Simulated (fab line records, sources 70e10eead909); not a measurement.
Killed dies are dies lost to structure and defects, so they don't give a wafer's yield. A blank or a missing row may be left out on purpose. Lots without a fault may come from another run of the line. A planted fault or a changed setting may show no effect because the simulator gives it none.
fab line records | flow nand_harc
record lots=7 wafers=21 last_day=33
route steps=1302 shown A_ZERO_WELL@403 A_SOURCE_PLATE@413
lots that met no fault: from a run of the same line without faults
start_h: hours from the record's first day to the start of the lot's first wafer shown | wait_h: hours since the lot's step before | " the same as in the row above | L1.1+2: a row that stands for several wafers | - no value, or no start given | * or withheld: withheld | < > ~ a bound
route shown NAME@n: a module of which the file shows steps, and the number in the route of the first | usual: mean/standard deviation of fault-free wafers | same: alike in all rows | chamber/n: place in a boat | sites: the reading at each site | _std_site: their standard deviation | _edge_site: outer sites' mean less inner sites' | radius_mm: how far each site lies from the wafer's centre | mask NAME#n: copy n | behind: the tool/chamber that last shaped the wafer | hold: why the lot was held/for how many hours/how that ended | device: the transistor (n, p or np) that didn't switch | end of line: the same wafers' tests at the end of the route | a step without rows: its recipe alone | killed: dies lost to structure and defects at the first sort, not the wafer's yield | map: a wafer's dies, x killed, . not, _ none there
set.NAME: the setting as run; set.NAME@STEP: as run at that earlier step | model.NAME: the simulator's own value behind a step, which no gauge read
lots at some steps of the route; a table a step, a row a wafer
services: from which hour (start_h, from the record's first day; less than 0 if before it) a tool's chamber was out of use, for how many hours, and why
## steps
# step NHARC_A_ZERO_WELL_DESCUM_12
# recipe time_s=3 o2_flow_sccm=200 ar_flow_sccm=0 bias_power_w=0 chemistry=O2
# usual drypump_motor_current_A=5.7/0.44 oes_product_au=0.999/0.0079 rf_vpp_V=57.6/0.81 showerhead_plenum_p_Torr=1.86/0.049 throttle_valve_pct=11.312/0.0089
# columns lot.wafer tool chamber start_h wait_h drypump_motor_current_A oes_product_au rf_hours_counter_h rf_vpp_V showerhead_plenum_p_Torr throttle_valve_pct
L378.3 rie_diel-10 1 169.74 - 5.9 1.001 4 57.4 1.85 11.313
L378.4 " 2 " " 5.6 0.998 4 59.3 1.87 11.323
L378.6 " 3 " " 5.2 1.008 - 56.8 1.78 11.316
L386.3 rie_diel-08 0 243.94 - 5.5 1.001 13 56.7 1.91 11.315
L386.2 " 2 " " 6.2 0.991 10 58.3 1.89 11.324
L386.1 " 3 " " 5.9 0.999 12 56.1 1.88 11.326
L385.1 rie_diel-08 0 245.79 - 5.5 0.995 14 57.4 1.91 11.307
L385.3 " 3 " " 5.9 0.991 13 57.9 1.88 11.312
L385.4 " 3 " " 5.9 0.992 - 57.2 1.88 11.317
L387.3 rie_diel-10 2 256.43 - 5.5 1.005 0 59.5 1.87 11.321
L387.4 " 3 " " 5.2 0.998 0 57.0 1.78 11.295
L387.6 " 3 " " 5.3 0.999 - 57.2 1.78 11.306
L395.4 rie_diel-10 1 342.11 - 5.9 0.997 3 57.2 1.85 11.307
L395.1 " 2 " " 5.6 1.002 3 58.8 1.87 11.323
L395.3 " 3 " " 5.2 1.009 4 57.7 1.78 11.300
L396.4 rie_diel-10 1 347.85 - 5.9 0.999 3 58.0 1.85 11.297
L396.3 " 2 " " 5.6 1.010 3 56.7 1.87 11.316
L396.5 " 2 " " 5.6 1.002 - 56.7 1.87 11.328
L397.4 rie_diel-10 0 359.10 - 6.4 1.000 5 57.6 1.94 11.331
L397.3 " 1 " " 5.9 0.991 4 57.7 1.85 11.312
L397.6 " 0 " " 6.4 1.004 - 57.6 1.94 11.301
# step NHARC_A_ZERO_WELL_ETCH_19
# recipe target_depth_a=800 overetch_a=240 time_s=87.88 ion_energy_ev=200 n2_flow_sccm=150 h2_flow_sccm=150 ar_flow_sccm=0 rf_w=400 bias_w=150 chemistry=N2/H2
# usual drypump_motor_current_A=5.7/0.44 oes_product_au=0.998/0.0085 rf_vpp_V=429.1/1.7 showerhead_plenum_p_Torr=1.99/0.052 throttle_valve_pct=14.170/0.0083
# columns lot.wafer tool chamber start_h wait_h drypump_motor_current_A oes_product_au rf_hours_counter_h rf_vpp_V showerhead_plenum_p_Torr throttle_valve_pct
L378.4 rie_diel-10 2 169.81 0.1 5.6 0.999 4 429.8 1.99 14.182
L378.3 " 0 " " 6.5 0.998 5 431.1 2.07 14.170
L378.6 " 1 " " 5.9 1.008 - 429.2 1.97 14.158
L386.3 rie_diel-08 3 244.05 0.1 5.9 0.990 12 429.1 2.00 14.172
L386.1 " 0 " " 5.4 0.987 13 431.7 2.04 14.172
L386.2 " 2 " " 6.2 0.989 10 430.7 2.01 14.179
L385.3 rie_diel-08 0 245.89 0.1 5.4 0.986 14 430.4 2.04 14.178
L385.1 " 2 " " 6.2 0.980 11 429.2 2.01 14.171
L385.4 " 2 " " 6.2 0.986 - 429.7 2.01 14.158
L387.4 rie_diel-10 2 256.52 0.1 5.6 1.007 0 429.3 1.99 14.166
L387.3 " 0 " " 6.5 0.999 0 430.2 2.07 14.173
L387.6 " 2 " " 5.6 1.012 - 429.8 1.99 14.153
L395.1 rie_diel-10 2 342.20 0.1 5.6 1.001 3 429.1 1.99 14.157
L395.3 " 3 " " 5.2 1.011 4 426.4 1.89 14.159
L395.4 " 1 " " 5.9 0.997 3 429.3 1.97 14.158
L396.3 rie_diel-10 2 347.94 0.1 5.6 1.012 3 429.2 1.99 14.167
L396.4 " 1 " " 5.9 1.006 3 429.8 1.97 14.158
L396.5 " 2 " " 5.6 1.011 - 427.5 1.99 14.166
L397.4 rie_diel-10 2 359.19 0.1 5.6 1.006 4 428.2 1.99 14.175
L397.3 " 3 " " 5.2 1.008 5 425.8 1.89 14.167
L397.6 " 2 " " 5.6 1.009 - 426.9 1.99 14.187
# step NHARC_A_ZERO_WELL_ETCH_13
# recipe target_depth_a=1200 time_s=40.1 hbr_flow_sccm=150 cl2_flow_sccm=50 rf_w=400 icp_w=400 bias_w=100 chemistry=HBr/Cl2
# usual drypump_motor_current_A=5.92/0.3 hbr_flow_sccm=149.9/0.48 he_backside_leak_sccm=2.82/0.25 oes_product_au=1.002/0.01 throttle_valve_pct=26.405/0.0089
# columns lot.wafer tool chamber start_h wait_h drypump_motor_current_A hbr_flow_sccm he_backside_leak_sccm oes_product_au rf_hours_counter_h throttle_valve_pct
L378.4 rie_si-01 2 169.92 - 5.69 150.5 2.80 0.995 0.80 26.425
L378.3 " 0 " " 6.20 149.9 2.93 1.005 0.83 26.412
L378.6 " 3 " " 6.22 149.6 2.33 0.992 - 26.402
L386.2 rie_si-03 3 244.19 - 5.72 149.7 2.78 1.015 0.04 26.396
L386.1 " 0 " " 6.14 150.4 3.19 1.013 0.04 26.417
L386.3 " 1 " " 6.19 150.1 2.76 0.995 0.08 26.405
L385.4 rie_si-06 0 246.02 - 5.33 149.5 2.75 1.016 1.17 26.398
L385.1 " 1 " " 6.17 150.2 2.58 1.013 1.08 26.408
L385.3 " 2 " " 5.60 149.8 2.60 0.998 1.03 26.414
L387.4 rie_si-03 0 256.64 - 6.21 150.3 3.09 1.022 0.10 26.406
L387.3 " 1 " " 6.18 149.5 2.79 0.998 0.16 26.401
L387.6 " 3 " " 5.75 149.7 2.93 1.018 - 26.390
L395.4 rie_si-03 0 342.31 - 6.22 150.1 3.12 1.013 0.73 26.396
L395.3 " 1 " " 6.13 150.7 2.82 1.001 0.68 26.406
L395.1 " 3 " " 5.75 150.1 2.86 1.026 0.78 26.409
L396.3 rie_si-01 3 348.07 - 6.25 148.8 2.49 1.010 0.93 26.414
L396.4 " 1 " " 6.29 149.5 2.73 1.001 0.90 26.401
L396.5 " 2 " " 5.70 150.0 2.62 0.989 - 26.406
L397.4 rie_si-03 2 359.30 - 5.62 150.1 2.94 1.003 0.83 26.416
L397.3 " 1 " " 6.19 149.5 2.73 1.011 0.79 26.403
L397.6 " 3 " " 5.76 149.9 2.98 1.021 - 26.389
# step NHARC_A_ZERO_WELL_STRIP_14
# recipe time_s=900 temp_c=130 chemistry=SPM
# step NHARC_A_ZERO_WELL_IMPLANT_15
# recipe energy_kev=150 dose_cm2=1e+13 tilt_deg=7
# step NHARC_A_ZERO_WELL_PRECLEAN_22
# recipe time_s=60 temp_c=50 bath_age_min=0 chemistry=SC1
# step NHARC_A_ZERO_WELL_SRD_23
# step NHARC_A_ZERO_WELL_RTA_16
# recipe temp_c=1000 time_s=10
# usual lamp_power_pct=32.7/0.77 wafer_temp_C_max=1007.2/1.7
# columns lot.wafer tool chamber start_h wait_h lamp_power_pct wafer_temp_C_max
L378.3 rtp_anneal-02 0 170.88 - 33.6 1009.3
L378.4 " 0 " " 33.5 1007.5
L378.6 " 0 " " 33.6 1005.6
L386.1 rtp_anneal-01 0 245.08 - 31.9 1008.4
L386.2 " 0 " " 32.0 1006.7
L386.3 " 0 " " 31.9 1005.7
L385.1 rtp_anneal-01 0 246.92 - 32.0 1005.8
L385.3 " 0 " " 32.0 1007.5
L385.4 " 0 " " 32.0 1005.7
L387.3 rtp_anneal-01 0 257.59 - 32.0 1006.4
L387.4 " 0 " " 31.9 1006.2
L387.6 " 0 " " 32.0 1005.5
L395.1 rtp_anneal-01 0 343.22 - 32.0 1010.0
L395.3 " 0 " " 32.0 1008.6
L395.4 " 0 " " 32.0 1006.3
L396.3 rtp_anneal-02 0 349.02 - 33.5 1008.6
L396.4 " 0 " " 33.6 1008.6
L396.5 " 0 " " 33.5 1005.8
L397.3 rtp_anneal-02 0 360.27 - 33.5 1008.7
L397.4 " 0 " " 33.5 1008.6
L397.6 " 0 " " 33.5 1007.0
# step NHARC_A_ZERO_WELL_INSPECT_17
# usual raw_defect_count=10/5.7
# columns lot.wafer tool chamber start_h wait_h raw_defect_count
L378.3 defect_inspect-02 - 171.02 0.1 22
L378.4 " - " " 23
L378.6 " - " " 31
L386.1 defect_inspect-01 - 245.28 0.2 5
L386.2 " - " " 5
L386.3 " - " " 5
L385.1 defect_inspect-01 - 247.12 0.2 7
L385.3 " - " " 5
L385.4 " - " " 9
L387.3 defect_inspect-01 - 257.73 0.1 8
L387.4 " - " " 6
L387.6 " - " " 15
L395.1 defect_inspect-01 - 343.41 0.2 6
L395.3 " - " " 3
L395.4 " - " " 5
L396.3 defect_inspect-02 - 349.16 0.1 10
L396.4 " - " " 7
L396.5 " - " " 4
L397.3 defect_inspect-02 - 360.41 0.1 8
L397.4 " - " " 14
L397.6 " - " " 11
# step NHARC_A_SOURCE_PLATE_PRECLEAN_00
# recipe time_s=60 chemistry=HF-LAST
# step NHARC_A_SOURCE_PLATE_SRD_01
# step NHARC_A_SOURCE_PLATE_OXIDE_02
# recipe target_thk_a=100 temp_c=900 ox_time_s=1362 material=SiO2
# usual ox_temp_c=899.9/0.37 ox_time_s=1362/0 tube_center_temp_C=900/0.089
# columns lot.wafer tool chamber start_h wait_h ox_temp_c ox_time_s tube_center_temp_C
L378.3 furnace-03 0 174.26 - 900.3 1362 899.7
L378.4 " 0 " " 900.0 1362 900
L378.6 " 0 " " 900.3 1362 899.92
L385.1 furnace-03 - 248.52 - - - -
L385.3 " - " " - - -
L385.4 " - " " - - -
L386.1 furnace-03 - 248.52 - - - -
L386.2 " - " " - - -
L386.3 " - " " - - -
L387.3 furnace-07 - 261.61 - - - -
L387.4 " - " " - - -
L387.6 " - " " - - -
L395.1 furnace-06 0 346.96 - 899.5 1362 899.86
L395.3 " 0 " " 900.5 1362 900.03
L395.4 " 0 " " 899.8 1362 900.11
L396.3 furnace-07 0 353.48 - 900.0 1362 899.96
L396.4 " 0 " " 899.4 1362 900.05
L396.5 " 0 " " 900.5 1362 900.08
L397.3 furnace-03 0 363.65 - 900.7 1362 899.96
L397.4 " 0 " " 900.3 1362 900.05
L397.6 " 0 " " 899.9 1362 900.01
# step NHARC_A_SOURCE_PLATE_PVD_04
# recipe target_thk_a=500 material=WSi2
## services
# columns tool chamber start_h hours kind
rie_diel-10 0 148.09 - clean
rie_diel-10 1 148.09 - clean
rie_diel-10 2 148.09 - clean
rie_diel-10 3 148.09 - clean
rie_diel-10 0 172.59 - clean
rie_diel-10 1 172.59 - clean
rie_diel-10 2 172.59 - clean
rie_diel-10 3 172.59 - clean
rie_si-01 - 193.00 9.0 pm
rie_diel-10 0 197.09 - clean
rie_diel-10 1 197.09 - clean
rie_diel-08 - 198.62 9.0 pm
rie_si-03 1 213.28 7.2 repair
rie_si-03 - 221.00 9.0 pm
rie_diel-10 1 224.16 2.8 repair
rie_si-01 0 231.24 5.7 repair
rie_diel-08 1 235.53 11.7 repair
rie_diel-10 - 242.50 9.0 pm
rie_si-06 - 249.00 9.0 pm
rie_diel-08 0 263.88 10.2 repair
rie_si-01 - 266.64 0.9 repair
rie_diel-08 2 289.37 25.5 repair
furnace-03 - 296.00 26.0 pm
rie_si-01 0 352.50 1.3 repair
## key
first_sign step=NHARC_A_SOURCE_PLATE_OXIDE_02 reading=tool_record direction=missing
effect none on later readings
met_at NHARC_A_SOURCE_PLATE_OXIDE_02
struck_wafers L385.1,L385.3,L385.4,L386.1,L386.2,L386.3,L387.3,L387.4,L387.6
later_rows_left_out L385.1,L385.3,L385.4,L386.1,L386.2,L386.3,L387.3,L387.4,L387.6
sort_left_out L385.1,L385.3,L385.4,L386.1,L386.2,L386.3,L387.3,L387.4,L387.6
tester_left_out L385,L386,L387
onset_between 174.26 248.52
fault kind=skipped_step_whole tool=furnace-03,furnace-07 chamber=- onset_h=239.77 steps=NHARC_A_SOURCE_PLATE_OXIDE_02 scope=struck_lots_only
# tester_left_out: of these lots the tester's yield and bins aren't shown, on N5 and GAA mostly nor the transistor test; their killed dies are dies lost to structure and defects alone, not to doping, threshold or leakage, so they don't give the yield
# sort_left_out: the simulated sort isn't trusted on such a fault, so these wafers' sort isn't shown, and their yield isn't known
# later_rows_left_out: the simulator's readings of these wafers behind a module that went badly wrong aren't trusted and aren't shown, but for the sort
